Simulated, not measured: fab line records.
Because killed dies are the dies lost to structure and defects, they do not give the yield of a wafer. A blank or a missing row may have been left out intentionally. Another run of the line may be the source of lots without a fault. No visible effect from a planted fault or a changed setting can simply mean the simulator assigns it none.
fab line records	flow n5_finfet
record: lots: 24	wafers: 72	last_day: 18
route steps=1938 shown BEOL_M2@844
lots that met no fault: taken from a fault-free run of the same line
start_h: hours from the record's first day to the start of the lot's first wafer shown	wait_h: hours elapsed since this lot's preceding step	" unchanged from the row above	L1.1+2: a single row standing in for several wafers	- no value, or no start was given	* or withheld: withheld	< > ~ a bound
route shown NAME@n: a module of which the file shows steps, and the number in the route of the first	usual: mean/standard deviation taken from wafers without a fault	same: alike in all rows	chamber/n: place in a boat	sites: readings site by site	_std_site: standard deviation across them	_edge_site: inner sites' mean taken away from outer sites' mean	radius_mm: for every site, how far away it sits from the centre of the wafer	mask NAME#n: copy n	behind: the most recent tool/chamber to have shaped the wafer	hold: cause of the lot's hold/its duration in hours/its outcome	device: the n, p or np transistor that did not switch	end of line: the route-end tests of the same wafers	a step given without rows: its recipe and nothing more	killed: dies that structure and defects cost at the first sort, which is not the same as the wafer's yield	map: the dies of a wafer, with x for killed, . for not killed, _ for no die there
set.NAME: the setting the step ran with; set.NAME@STEP: the setting that earlier step ran with	model.NAME: the simulator's own value behind a step, which no gauge read
one table for each step of the route and one row for each wafer, over a sample of lots
services: when a tool's chamber went out of use (start_h, in hours from the record's first day, below 0 if earlier), for how many hours, and the reason
== steps ==
step: N5_BEOL_M2_HM_DEP_02
recipe: material: TiN	target_thk_a: 200	temp_c: 25	chamber_pressure_pa: 0.49996
usual: throttle_valve_pct: 30.0/1.1
lot.wafer	tool	chamber	start_h	wait_h	throttle_valve_pct
L075.1	pvd_sputter-01	-	138.07	0.0	28.7
L075.3	"	-	"	"	30.9
L075.6	"	-	"	"	28.9
L076.3	pvd_sputter-01	-	145.09	0.6	28.9
L076.4	"	-	"	"	29.3
L076.6	"	-	"	"	28.9
L074.4	pvd_sputter-03	-	147.05	0.7	29.3
L074.5	"	-	"	"	29.0
L074.6	"	-	"	"	29.0
L078.3	pvd_sputter-02	-	157.86	2.1	29.5
L078.4	"	-	"	"	29.8
L078.5	"	-	"	"	31.3
L077.1	pvd_sputter-02	-	157.96	1.8	31.3
L077.2	"	-	"	"	29.4
L077.6	"	-	"	"	29.5
L079.1	pvd_sputter-03	-	163.22	0.6	29.6
L079.4	"	-	"	"	28.7
L079.5	"	-	"	"	28.7
L080.2	pvd_sputter-03	-	166.12	0.2	29.1
L080.3	"	-	"	"	28.7
L080.5	"	-	"	"	31.5
L081.2	pvd_sputter-01	-	175.06	1.6	29.0
L081.3	"	-	"	"	30.9
L081.6	"	-	"	"	29.5
L082.1	pvd_sputter-02	-	187.15	1.7	31.1
L082.4	"	-	"	"	31.3
L082.5	"	-	"	"	31.5
L083.1	pvd_sputter-03	-	195.33	1.8	31.3
L083.3	"	-	"	"	31.5
L083.4	"	-	"	"	28.8
L084.1	pvd_sputter-03	-	202.58	2.2	28.8
L084.3	"	-	"	"	31.6
L084.6	"	-	"	"	31.6
L085.1	pvd_sputter-02	-	215.11	2.2	30.9
L085.4	"	-	"	"	29.7
L085.5	"	-	"	"	30.9
L086.3	pvd_sputter-03	-	215.55	0.7	31.8
L086.5	"	-	"	"	31.1
L086.6	"	-	"	"	31.2
L088.2	pvd_sputter-03	-	217.00	0.0	31.2
L088.3	"	-	"	"	28.9
L088.4	"	-	"	"	29.5
L087.1	pvd_sputter-01	-	221.61	2.3	28.9
L087.3	"	-	"	"	28.8
L087.5	"	-	"	"	29.4
L089.2	pvd_sputter-01	-	223.17	0.9	28.8
L089.3	"	-	"	"	31.2
L089.4	"	-	"	"	28.7
L090.1	pvd_sputter-01	-	233.86	1.6	29.3
L090.3	"	-	"	"	31.2
L090.4	"	-	"	"	28.8
L091.3	pvd_sputter-01	-	238.12	0.5	28.7
L091.4	"	-	"	"	28.7
L091.5	"	-	"	"	31.0
L093.1	pvd_sputter-02	-	269.30	0.3	29.6
L093.4	"	-	"	"	31.2
L093.5	"	-	"	"	30.9
L092.4	pvd_sputter-03	-	271.93	2.0	28.7
L092.5	"	-	"	"	28.9
L092.6	"	-	"	"	31.3
L095.2	pvd_sputter-03	-	273.19	0.5	31.5
L095.3	"	-	"	"	31.3
L095.6	"	-	"	"	31.8
L094.1	pvd_sputter-01	-	273.32	0.4	28.8
L094.2	"	-	"	"	31.2
L094.4	"	-	"	"	29.7
L097.2	pvd_sputter-01	-	276.10	1.5	29.3
L097.3	"	-	"	"	28.9
L097.5	"	-	"	"	28.7
L096.3	pvd_sputter-03	-	279.27	1.7	29.3
L096.4	"	-	"	"	31.4
L096.5	"	-	"	"	31.6
step: N5_BEOL_M2_HM_OPEN_17
recipe: chemistry: Cl2/BCl3	target_depth_a: 200	overetch_a: 60	target: TiN	mask_material: SOC	ion_energy_ev: 150	pressure_mtorr: 10	icp_w: 1000	bias_w: 126	Cl2_flow_sccm: 53.25	bcl3_flow_sccm: 21.75	Ar_flow_sccm: 25
usual: drypump_motor_current_A: 6.0/0.42	mfc_ar_sccm: 24.99/0.07	oes_product_au: 0.63/0.062	throttle_valve_pct: 22.3/0.32
lot.wafer	tool	chamber	start_h	wait_h	drypump_motor_current_A	mfc_ar_sccm	oes_product_au	rf_hours_counter_h	throttle_valve_pct
L075.1	rie_metal-02	0	139.29	0.0	6.5	24.88	0.61	67	21.8
L075.3	"	1	"	"	5.7	25.01	0.75	-	22.0
L075.6	"	0	"	"	6.5	24.92	0.62	-	21.8
L076.3	rie_metal-03	0	148.00	0.1	6.6	24.95	0.62	-	22.5
L076.4	"	1	"	"	5.4	25.05	0.70	-	22.1
L076.6	"	1	"	"	5.4	25.08	0.71	-	22.1
L074.4	rie_metal-01	0	148.23	0.1	5.8	25.01	0.56	-	22.7
L074.5	"	1	"	"	6.1	24.98	0.59	-	22.4
L074.6	"	0	"	"	5.8	24.90	0.56	-	22.7
L078.3	rie_metal-03	1	159.22	0.1	5.5	24.93	0.69	-	22.1
L078.4	"	0	"	"	6.6	25.09	0.61	-	22.5
L078.5	"	1	"	"	5.5	24.92	0.69	-	22.1
L077.1	rie_metal-02	0	159.68	0.0	6.5	24.91	0.62	68	21.8
L077.2	"	1	"	"	5.7	25.04	0.74	12	22.0
L077.6	"	0	"	"	6.5	24.99	0.61	-	21.8
L079.1	rie_metal-03	1	163.99	0.0	5.5	24.90	0.70	29	22.1
L079.4	"	0	"	"	6.6	24.93	0.60	-	22.5
L079.5	"	0	"	"	6.6	25.14	0.62	-	22.5
L080.2	rie_metal-03	1	167.02	0.0	5.5	25.05	0.71	30	22.1
L080.3	"	0	"	"	6.6	25.02	0.61	-	22.5
L080.5	"	1	"	"	5.5	25.08	0.69	-	22.1
L081.2	rie_metal-01	0	175.96	0.0	5.8	24.99	0.55	99	22.7
L081.3	"	1	"	"	6.1	25.10	0.60	-	22.5
L081.6	"	0	"	"	5.8	25.01	0.57	-	22.7
L082.1	rie_metal-01	0	188.19	0.0	5.8	25.03	0.55	100	22.8
L082.4	"	0	"	"	5.8	24.94	0.55	-	22.8
L082.5	"	0	"	"	5.8	25.03	0.56	-	22.7
L083.1	rie_metal-01	0	196.54	0.0	5.8	25.03	0.56	100	22.7
L083.3	"	1	"	"	6.1	25.01	0.59	-	22.4
L083.4	"	0	"	"	5.8	25.11	0.55	-	22.7
L084.1	rie_metal-02	0	203.36	0.0	6.5	25.13	0.60	73	21.8
L084.3	"	0	"	"	6.5	25.05	0.60	-	21.8
L084.6	"	1	"	"	5.7	24.83	0.73	-	22.0
L085.1	rie_metal-02	1	215.89	0.0	5.7	25.04	0.72	18	22.0
L085.4	"	0	"	"	6.5	24.99	0.60	-	21.8
L085.5	"	1	"	"	5.7	24.96	0.72	-	22.0
L086.3	rie_metal-03	0	216.48	0.1	6.6	25.00	0.61	-	22.5
L086.5	"	0	"	"	6.5	25.07	0.61	-	22.4
L086.6	"	1	"	"	5.5	25.01	0.69	-	22.1
L088.2	rie_metal-03	0	217.77	0.0	6.6	25.03	0.61	67	22.5
L088.3	"	0	"	"	6.6	24.90	0.60	-	22.5
L088.4	"	1	"	"	5.5	25.03	0.70	-	22.1
L087.1	rie_metal-03	0	222.38	0.0	6.6	24.97	0.59	68	22.5
L087.3	"	1	"	"	5.5	25.01	0.69	-	22.1
L087.5	"	1	"	"	5.4	24.92	0.68	-	22.1
L089.2	rie_metal-01	0	224.05	0.0	5.8	24.94	0.55	103	22.7
L089.3	"	1	"	"	6.1	24.99	0.59	-	22.4
L089.4	"	0	"	"	5.8	25.04	0.53	-	22.8
L090.1	rie_metal-02	0	234.75	0.0	6.5	25.02	0.60	76	21.8
L090.3	"	0	"	"	6.5	24.96	0.59	-	21.8
L090.4	"	1	"	"	5.7	25.04	0.70	-	22.0
L091.3	rie_metal-02	0	239.39	0.1	6.5	25.10	0.60	-	21.8
L091.4	"	1	"	"	5.7	24.94	0.72	-	22.0
L091.5	"	1	"	"	5.7	24.92	0.71	-	22.0
L093.1	rie_metal-01	1	270.18	0.0	6.0	25.01	0.59	85	22.5
L093.4	"	1	"	"	6.0	25.11	0.58	-	22.5
L093.5	"	0	"	"	5.8	24.95	0.54	-	22.8
L092.4	rie_metal-03	1	273.30	0.1	5.5	25.09	0.66	-	22.1
L092.5	"	1	"	"	5.5	25.07	0.67	-	22.1
L092.6	"	0	"	"	6.6	24.88	0.60	-	22.5
L095.2	rie_metal-02	0	273.96	0.0	6.5	25.11	0.59	79	21.8
L095.3	"	1	"	"	5.7	24.95	0.71	-	22.0
L095.6	"	1	"	"	5.7	24.97	0.71	-	22.0
L094.1	rie_metal-03	1	274.10	0.0	5.5	24.99	0.66	38	22.1
L094.2	"	0	"	"	6.6	25.01	0.59	72	22.5
L094.4	"	1	"	"	5.5	25.06	0.67	-	22.1
L097.2	rie_metal-01	1	276.87	0.0	6.0	25.03	0.58	86	22.5
L097.3	"	1	"	"	6.0	25.09	0.58	-	22.5
L097.5	"	1	"	"	6.1	25.04	0.56	-	22.5
L096.3	rie_metal-02	0	280.20	0.1	6.5	25.00	0.60	-	21.8
L096.4	"	1	"	"	5.7	24.95	0.71	-	22.0
L096.5	"	0	"	"	6.5	25.07	0.60	-	21.8
step: N5_BEOL_M2_TRENCH_ETCH_37
recipe: chemistry: C4F6/O2	target_depth_a: 555.55	target: SiOC	time_s: 29.2	ion_energy_ev: 250	pressure_mtorr: 30	source_w: 355	bias_w: 185	Ar_flow_sccm: 300	C4F6_flow_sccm: 10	O2_flow_sccm: 10
usual: drypump_motor_current_A: 5.6/0.44	mfc_ar_sccm: 300.0/0.87	oes_product_au: 0.77/0.087	rf_vpp_V: 666/9.5	showerhead_plenum_p_Torr: 2.92/0.058	throttle_valve_pct: 20.80/0.2
same: time_s: 29.2
lot.wafer	tool	chamber	start_h	wait_h	drypump_motor_current_A	mfc_ar_sccm	oes_product_au	rf_hours_counter_h	rf_vpp_V	showerhead_plenum_p_Torr	throttle_valve_pct
L075.1	rie_diel-03	3	-	-	5.3	299.5	0.70	184	664	2.94	20.81
L075.3	"	2	"	"	5.3	299.8	0.69	-	673	2.96	20.79
L075.6	"	2	"	"	5.3	298.9	0.69	-	673	2.96	20.77
L076.3	rie_diel-05	1	-	-	5.1	299.1	0.78	130	646	2.82	20.31
L076.4	"	0	"	"	6.4	299.9	0.72	192	666	2.94	20.63
L076.6	"	1	"	"	5.1	299.4	0.77	-	646	2.82	20.33
L074.4	rie_diel-03	2	-	-	5.3	301.0	0.70	-	673	2.96	20.81
L074.5	"	3	"	"	5.2	299.0	0.70	-	664	2.94	20.84
L074.6	"	1	"	"	5.3	299.7	0.88	-	665	2.92	20.90
L078.3	rie_diel-01	1	-	-	5.7	299.8	0.78	102	663	2.97	20.67
L078.4	"	3	"	"	6.3	299.4	0.74	-	674	2.94	20.85
L078.5	"	0	"	"	6.3	299.0	0.75	-	665	2.97	20.82
L077.1	rie_diel-05	1	-	-	5.1	301.9	0.77	133	647	2.82	20.32
L077.2	"	0	"	"	6.4	299.7	0.72	195	665	2.94	20.65
L077.6	"	3	"	"	5.7	299.5	0.68	-	676	2.82	21.27
L079.1	rie_diel-03	1	-	-	5.3	299.6	0.88	35	664	2.92	20.91
L079.4	"	3	"	"	5.2	300.8	0.70	196	662	2.94	20.85
L079.5	"	1	"	"	5.3	299.9	0.86	-	663	2.92	20.92
L080.2	rie_diel-03	1	-	-	5.3	302.6	0.87	38	663	2.91	20.89
L080.3	"	2	"	"	5.3	298.9	0.69	224	673	2.96	20.82
L080.5	"	2	"	"	5.3	300.7	0.70	-	674	2.96	20.80
L081.2	rie_diel-05	1	-	-	5.1	300.7	0.76	141	647	2.82	20.35
L081.3	"	3	"	"	5.7	301.2	0.66	242	678	2.82	21.29
L081.6	"	0	"	"	6.5	299.9	0.72	-	665	2.94	20.64
L082.1	rie_diel-05	3	-	-	5.6	301.0	0.68	243	677	2.82	21.31
L082.4	"	0	"	"	6.5	299.4	0.72	204	665	2.94	20.65
L082.5	"	2	"	"	5.9	299.6	0.69	-	666	2.90	21.01
L083.1	rie_diel-03	1	-	-	5.3	300.2	0.86	46	663	2.91	20.93
L083.3	"	2	"	"	5.3	299.5	0.67	231	672	2.95	20.83
L083.4	"	3	"	"	5.2	299.9	0.69	205	665	2.93	20.85
L084.1	rie_diel-03	0	-	-	5.8	301.4	0.87	40	687	3.02	20.81
L084.3	"	3	"	"	5.3	299.7	0.69	207	663	2.93	20.87
L084.6	"	0	"	"	5.9	299.8	0.88	-	686	3.02	20.79
L085.1	rie_diel-05	0	-	-	6.5	300.6	0.70	214	666	2.93	20.66
L085.4	"	0	"	"	6.4	299.3	0.72	-	663	2.93	20.66
L085.5	"	1	"	"	5.1	300.1	0.74	-	645	2.81	20.33
L086.3	rie_diel-01	0	-	-	6.4	301.7	0.71	199	666	2.95	20.85
L086.5	"	2	"	"	5.2	300.6	0.91	-	664	2.91	20.97
L086.6	"	1	"	"	5.7	299.4	0.76	-	661	2.96	20.70
L088.2	rie_diel-03	2	-	-	5.3	300.1	0.67	239	674	2.95	20.85
L088.3	"	3	"	"	5.3	299.6	0.68	213	664	2.93	20.87
L088.4	"	0	"	"	5.8	298.6	0.86	46	684	3.02	20.81
L087.1	rie_diel-03	3	-	-	5.2	299.6	0.68	216	663	2.93	20.87
L087.3	"	1	"	"	5.4	300.0	0.84	56	663	2.91	20.95
L087.5	"	2	"	"	5.3	299.8	0.68	-	673	2.95	20.83
L089.2	rie_diel-05	0	-	-	6.5	300.6	0.70	220	665	2.93	20.67
L089.3	"	2	"	"	5.9	300.8	0.94	7	665	2.90	20.66
L089.4	"	1	"	"	5.1	302.2	0.73	-	646	2.81	20.37
L090.1	rie_diel-01	0	-	-	6.4	298.9	0.72	205	665	2.95	20.85
L090.3	"	2	"	"	5.2	298.1	0.91	21	663	2.91	20.98
L090.4	"	1	"	"	5.7	299.1	0.76	-	662	2.96	20.71
L091.3	rie_diel-01	1	-	-	5.7	299.4	0.76	134	661	2.96	20.73
L091.4	"	2	"	"	5.2	301.0	0.90	-	664	2.91	20.99
L091.5	"	0	"	"	6.3	299.0	0.72	-	664	2.95	20.88
L093.1	rie_diel-05	3	-	-	5.7	298.4	0.93	15	676	2.81	20.94
L093.4	"	0	"	"	6.4	299.6	0.69	-	666	2.92	20.69
L093.5	"	3	"	"	5.7	298.3	0.93	-	677	2.81	20.93
L092.4	rie_diel-03	0	-	-	5.9	299.6	0.84	-	684	3.01	20.84
L092.5	"	3	"	"	5.2	299.0	0.67	-	664	2.92	20.90
L092.6	"	1	"	"	5.3	299.7	0.81	-	663	2.90	20.95
L095.2	rie_diel-01	2	-	-	5.2	300.6	0.88	33	664	2.90	21.01
L095.3	"	1	"	"	5.7	299.9	0.74	-	662	2.95	20.75
L095.6	"	2	"	"	5.2	300.3	0.88	-	663	2.90	21.01
L094.1	rie_diel-05	1	-	-	5.1	301.1	0.72	176	645	2.80	20.40
L094.2	"	0	"	"	6.4	300.7	0.68	237	664	2.92	20.69
L094.4	"	0	"	"	6.4	300.9	0.69	-	665	2.92	20.71
L097.2	rie_diel-01	2	-	-	5.2	301.0	0.88	34	663	2.90	20.99
L097.3	"	2	"	"	5.2	301.1	0.88	-	664	2.90	21.01
L097.5	"	2	"	"	5.2	301.0	0.87	-	665	2.90	21.02
L096.3	rie_diel-05	2	-	-	5.9	300.9	0.89	25	666	2.89	20.69
L096.4	"	1	"	"	5.1	299.6	0.74	178	644	2.80	20.39
L096.5	"	2	"	"	5.9	302.1	0.90	-	666	2.89	20.68
step: N5_BEOL_M2_SURFACE_TREAT_85
recipe: gas: Ar	time_s: *	ion_energy_ev: *	ion_current_ma_cm2: 0.5	pressure_mtorr: *	ar_flow_sccm: 30
usual: ar_flow_sccm: 30.00/0.089	throttle_valve_pct: *
same: time_s: *
lot.wafer	tool	chamber	start_h	wait_h	ar_flow_sccm	throttle_valve_pct
L075.1	pvd_sputter-03	-	147.01	0.5	29.93	*
L075.3	"	-	"	"	30.08	*
L075.6	"	-	"	"	30.06	*
L076.3	pvd_sputter-02	-	150.97	0.1	30.07	*
L076.4	"	-	"	"	29.94	*
L076.6	"	-	"	"	30.05	*
L074.4	pvd_sputter-01	-	151.15	0.1	30.08	*
L074.5	"	-	"	"	30.05	*
L074.6	"	-	"	"	29.93	*
L077.1	pvd_sputter-02	-	163.03	0.2	29.89	*
L077.2	"	-	"	"	29.85	*
L077.6	"	-	"	"	30.06	*
L078.3	pvd_sputter-02	-	163.07	0.2	29.91	*
L078.4	"	-	"	"	29.98	*
L078.5	"	-	"	"	29.98	*
L079.1	pvd_sputter-03	-	166.42	0.1	30.04	*
L079.4	"	-	"	"	30.06	*
L079.5	"	-	"	"	30.05	*
L080.2	pvd_sputter-02	-	175.46	0.1	29.97	*
L080.3	"	-	"	"	29.99	*
L080.5	"	-	"	"	29.90	*
L081.2	pvd_sputter-03	-	187.63	0.2	29.98	*
L081.3	"	-	"	"	30.32	*
L081.6	"	-	"	"	30.20	*
L082.1	pvd_sputter-02	-	192.16	0.1	29.92	*
L082.4	"	-	"	"	29.95	*
L082.5	"	-	"	"	29.93	*
L083.1	pvd_sputter-01	-	199.47	0.2	30.03	*
L083.3	"	-	"	"	30.13	*
L083.4	"	-	"	"	29.97	*
L084.1	pvd_sputter-01	-	205.77	0.2	30.06	*
L084.3	"	-	"	"	30.07	*
L084.6	"	-	"	"	30.00	*
L085.1	pvd_sputter-01	-	218.86	0.2	30.13	*
L085.4	"	-	"	"	29.92	*
L085.5	"	-	"	"	29.96	*
L086.3	pvd_sputter-02	-	218.95	0.1	29.94	*
L086.5	"	-	"	"	30.01	*
L086.6	"	-	"	"	29.91	*
L088.2	pvd_sputter-03	-	223.83	0.2	30.07	*
L088.3	"	-	"	"	30.15	*
L088.4	"	-	"	"	29.96	*
L089.2	pvd_sputter-01	-	231.48	0.1	29.99	*
L089.3	"	-	"	"	29.85	*
L089.4	"	-	"	"	30.00	*
L087.1	pvd_sputter-01	-	231.60	0.2	29.91	*
L087.3	"	-	"	"	30.00	*
L087.5	"	-	"	"	29.96	*
L090.1	pvd_sputter-01	-	237.92	0.4	29.89	*
L090.3	"	-	"	"	30.06	*
L090.4	"	-	"	"	30.05	*
L091.3	pvd_sputter-01	-	243.36	0.1	30.10	*
L091.4	"	-	"	"	30.05	*
L091.5	"	-	"	"	30.10	*
L093.1	pvd_sputter-02	-	273.94	0.2	30.04	*
L093.4	"	-	"	"	30.10	*
L093.5	"	-	"	"	30.05	*
L092.4	pvd_sputter-01	-	276.55	0.1	30.01	*
L092.5	"	-	"	"	30.13	*
L092.6	"	-	"	"	30.11	*
L094.1	pvd_sputter-01	-	276.66	0.1	30.14	*
L094.2	"	-	"	"	30.03	*
L094.4	"	-	"	"	30.06	*
L095.2	pvd_sputter-02	-	276.75	0.1	29.97	*
L095.3	"	-	"	"	30.08	*
L095.6	"	-	"	"	30.16	*
L097.2	pvd_sputter-01	-	280.21	0.2	30.00	*
L097.3	"	-	"	"	29.91	*
L097.5	"	-	"	"	29.83	*
L096.3	pvd_sputter-03	-	283.30	0.1	29.96	*
L096.4	"	-	"	"	29.99	*
L096.5	"	-	"	"	30.06	*
step: N5_BEOL_M2_ANNEAL_82
recipe: temp_c: 400	time_s: 240	ambient: vacuum
usual: heater_power_w: 857/67
same: time_s: 240
lot.wafer	tool	chamber	start_h	wait_h	heater_power_w
L075.1	pvd_sputter-02	-	147.75	0.0	785
L075.3	"	-	"	"	892
L075.6	"	-	"	"	782
L076.3	pvd_sputter-03	-	151.71	0.0	878
L076.4	"	-	"	"	733
L076.6	"	-	"	"	720
L074.4	pvd_sputter-01	-	151.89	0.0	884
L074.5	"	-	"	"	955
L074.6	"	-	"	"	837
L077.1	pvd_sputter-02	-	163.79	0.0	908
L077.2	"	-	"	"	783
L077.6	"	-	"	"	883
L078.3	pvd_sputter-03	-	163.96	0.0	835
L078.4	"	-	"	"	907
L078.5	"	-	"	"	883
L079.1	pvd_sputter-03	-	167.32	0.0	894
L079.4	"	-	"	"	726
L079.5	"	-	"	"	725
L080.2	pvd_sputter-02	-	176.34	0.0	799
L080.3	"	-	"	"	860
L080.5	"	-	"	"	892
L081.2	pvd_sputter-02	-	188.41	0.0	763
L081.3	"	-	"	"	792
L081.6	"	-	"	"	882
L082.1	pvd_sputter-01	-	192.90	0.0	880
L082.4	"	-	"	"	979
L082.5	"	-	"	"	891
L083.1	pvd_sputter-03	-	200.46	0.0	821
L083.3	"	-	"	"	860
L083.4	"	-	"	"	905
L084.1	pvd_sputter-01	-	206.60	0.0	913
L084.3	"	-	"	"	989
L084.6	"	-	"	"	873
L085.1	pvd_sputter-02	-	219.60	0.0	907
L085.4	"	-	"	"	754
L085.5	"	-	"	"	893
L086.3	pvd_sputter-02	-	221.44	0.0	780
L086.5	"	-	"	"	879
L086.6	"	-	"	"	784
L088.2	pvd_sputter-03	-	224.89	0.0	845
L088.3	"	-	"	"	931
L088.4	"	-	"	"	879
L089.2	pvd_sputter-01	-	232.22	0.0	943
L089.3	"	-	"	"	898
L089.4	"	-	"	"	831
L087.1	pvd_sputter-02	-	232.41	0.0	848
L087.3	"	-	"	"	887
L087.5	"	-	"	"	779
L090.1	pvd_sputter-01	-	238.74	0.0	954
L090.3	"	-	"	"	949
L090.4	"	-	"	"	885
L091.3	pvd_sputter-01	-	244.18	0.0	922
L091.4	"	-	"	"	905
L091.5	"	-	"	"	907
L093.1	pvd_sputter-02	-	274.82	0.0	923
L093.4	"	-	"	"	802
L093.5	"	-	"	"	900
L092.4	pvd_sputter-03	-	277.29	0.0	872
L092.5	"	-	"	"	816
L092.6	"	-	"	"	953
L094.1	pvd_sputter-02	-	277.40	0.0	859
L094.2	"	-	"	"	786
L094.4	"	-	"	"	916
L095.2	pvd_sputter-01	-	277.61	0.0	841
L095.3	"	-	"	"	940
L095.6	"	-	"	"	882
L097.2	pvd_sputter-02	-	281.08	0.0	794
L097.3	"	-	"	"	854
L097.5	"	-	"	"	767
L096.3	pvd_sputter-01	-	284.04	0.0	865
L096.4	"	-	"	"	914
L096.5	"	-	"	"	959
step: N5_BEOL_M2_ANNEAL_95
recipe: temp_c: 400	time_s: 240	ambient: vacuum
usual: heater_power_w: 857/68
same: time_s: 240
lot.wafer	tool	chamber	start_h	wait_h	heater_power_w
L075.1	pvd_sputter-02	-	148.85	0.0	784
L075.3	"	-	"	"	901
L075.6	"	-	"	"	787
L076.3	pvd_sputter-03	-	152.81	0.0	894
L076.4	"	-	"	"	712
L076.6	"	-	"	"	725
L074.4	pvd_sputter-01	-	152.99	0.0	869
L074.5	"	-	"	"	979
L074.6	"	-	"	"	830
L077.1	pvd_sputter-02	-	164.89	0.0	873
L077.2	"	-	"	"	777
L077.6	"	-	"	"	899
L078.3	pvd_sputter-03	-	165.06	0.0	814
L078.4	"	-	"	"	926
L078.5	"	-	"	"	849
L079.1	pvd_sputter-03	-	168.42	0.0	929
L079.4	"	-	"	"	734
L079.5	"	-	"	"	726
L080.2	pvd_sputter-02	-	177.44	0.0	792
L080.3	"	-	"	"	887
L080.5	"	-	"	"	895
L081.2	pvd_sputter-02	-	189.51	0.0	775
L081.3	"	-	"	"	779
L081.6	"	-	"	"	882
L082.1	pvd_sputter-01	-	195.77	0.0	884
L082.4	"	-	"	"	982
L082.5	"	-	"	"	874
L083.1	pvd_sputter-03	-	201.56	0.0	820
L083.3	"	-	"	"	867
L083.4	"	-	"	"	951
L084.1	pvd_sputter-01	-	207.70	0.0	945
L084.3	"	-	"	"	948
L084.6	"	-	"	"	876
L085.1	pvd_sputter-02	-	220.70	0.0	894
L085.4	"	-	"	"	758
L085.5	"	-	"	"	888
L086.3	pvd_sputter-02	-	222.54	0.0	788
L086.5	"	-	"	"	899
L086.6	"	-	"	"	790
L088.2	pvd_sputter-03	-	225.99	0.0	824
L088.3	"	-	"	"	932
L088.4	"	-	"	"	863
L089.2	pvd_sputter-01	-	233.32	0.0	943
L089.3	"	-	"	"	893
L089.4	"	-	"	"	825
L087.1	pvd_sputter-02	-	233.51	0.0	859
L087.3	"	-	"	"	899
L087.5	"	-	"	"	763
L090.1	pvd_sputter-01	-	239.84	0.0	992
L090.3	"	-	"	"	911
L090.4	"	-	"	"	867
L091.3	pvd_sputter-01	-	245.28	0.0	918
L091.4	"	-	"	"	901
L091.5	"	-	"	"	933
L093.1	pvd_sputter-02	-	275.92	0.0	908
L093.4	"	-	"	"	798
L093.5	"	-	"	"	895
L092.4	pvd_sputter-03	-	278.39	0.0	870
L092.5	"	-	"	"	808
L092.6	"	-	"	"	942
L094.1	pvd_sputter-02	-	278.50	0.0	867
L094.2	"	-	"	"	794
L094.4	"	-	"	"	906
L095.2	pvd_sputter-01	-	278.71	0.0	822
L095.3	"	-	"	"	939
L095.6	"	-	"	"	886
L097.2	pvd_sputter-02	-	282.18	0.0	804
L097.3	"	-	"	"	859
L097.5	"	-	"	"	771
L096.3	pvd_sputter-01	-	285.14	0.0	874
L096.4	"	-	"	"	933
L096.5	"	-	"	"	972
== services ==
tool	chamber	start_h	hours	kind
pvd_sputter-01	-	129.13	1.9	repair
rie_diel-03	0	131.31	33.0	repair
pvd_sputter-03	-	135.52	1.7	repair
rie_diel-03	1	139.08	7.7	repair
rie_diel-01	2	153.55	-	clean
rie_diel-05	-	156.32	4.3	pm
pvd_sputter-03	-	172.58	5.0	repair
rie_diel-01	1	182.08	1.6	repair
rie_metal-01	1	182.26	8.9	repair
rie_diel-05	2	202.05	-	clean
rie_diel-05	2	202.05	-	consumable_replace:focus_ring
rie_diel-05	2	202.05	14.4	scheduled_down
rie_diel-05	2	202.05	14.4	vent_cycle
rie_diel-05	3	216.48	-	clean
rie_diel-05	3	216.48	-	consumable_replace:focus_ring
rie_diel-05	3	216.48	20.3	scheduled_down
rie_diel-05	3	216.48	20.3	vent_cycle
rie_diel-05	-	228.13	0.4	repair
rie_diel-01	3	235.05	61.9	repair
rie_diel-03	2	254.30	-	clean
rie_diel-03	2	254.30	-	consumable_replace:focus_ring
rie_diel-05	2	271.67	4.7	repair
rie_diel-01	0	275.58	5.2	repair
rie_metal-03	-	279.12	1.4	pm
== key ==
fault none
